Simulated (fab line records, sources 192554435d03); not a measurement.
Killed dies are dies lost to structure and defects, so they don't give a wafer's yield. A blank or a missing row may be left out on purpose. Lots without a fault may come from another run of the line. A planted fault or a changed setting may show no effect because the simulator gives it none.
Which tool did it? | flow n5_finfet | 12 lots, 36 wafers sampled, at 2 steps of a route of 1938

WHAT THE GAUGES READ, wafer by wafer
N5_FIN_SAQP_THK_MEAS_05.
lot  | measured    | on            | thk_nm (nm)
L075 | day 2 03:33 | film_metro-02 | 36.8 38.5 37.6
L077 | day 2 15:21 | film_metro-02 | 38.2 38.1 38.6
L079 | day 3 02:40 | film_metro-01 | 37.9 38.7 38.3
L081 | day 3 14:47 | film_metro-02 | 37.8 38.4 37.8
L083 | day 4 04:56 | film_metro-02 | 37.8 38.2 38.3
L085 | day 4 15:17 | film_metro-02 | 37.7 38.0 38.7
L087 | day 5 08:16 | film_metro-02 | 37.5 38.1 38.0
L089 | day 5 15:01 | film_metro-01 | 38.7 38.8 38.9
L091 | day 6 03:01 | film_metro-01 | 38.0 37.1 37.9
L093 | day 6 14:44 | film_metro-02 | 37.7 37.9 38.4
L095 | day 7 02:34 | film_metro-02 | 37.8 38.4 38.0
L097 | day 7 14:57 | film_metro-02 | 38.3 38.4 38.8

WHICH TOOL RAN EACH LOT (tool, then ch and the chambers of the sampled wafers, then the start)
lot  | N5_ZERO_LAYER_ETCH_17
L075 | rie_diel-01 ch 0,1,3, day 1 18:43
L077 | rie_diel-06 ch 0,2, day 2 06:46
L079 | rie_diel-06 ch 0,3, day 2 18:43
L081 | rie_diel-05 ch 0,1,3, day 3 06:52
L083 | rie_diel-01 ch 0,1,2, day 3 20:01
L085 | rie_diel-06 ch 1,2, day 4 06:50
L087 | rie_diel-05 ch 0,1,2, day 4 18:44
L089 | rie_diel-01 ch 2,3, day 5 06:45
L091 | rie_diel-05 ch 0,3, day 5 18:43
L093 | rie_diel-01 ch 0,1, day 6 06:50
L095 | rie_diel-06 ch 0,2,3, day 6 18:44
L097 | rie_diel-05 ch 0,2, day 7 06:50
- N5_ZERO_LAYER_ETCH_17: etches SiO2 in CF4, target depth 12 nm, time 13.3 s.

THE ANSWER, worked out from the rows above alone
Rule: what is usual is taken from the lots themselves. Put in order of their means at a reading, lots are off if they are a third of the lots or fewer, leave a main group of 4 or more, and stand apart from it by a gap of 3 or more times the standard deviation of the main group's means; of several such gaps the widest counts. A main group whose means are all the same, to the digits that the tables above print for the reading, isn't used. A lot without any number at a reading at which 4 lots or more have one is off too. The other lots that the step has rows for count as sound.
No lot is off at any reading shown: from this, nothing can be told.

WHAT THE SIMULATOR HAD PUT IN
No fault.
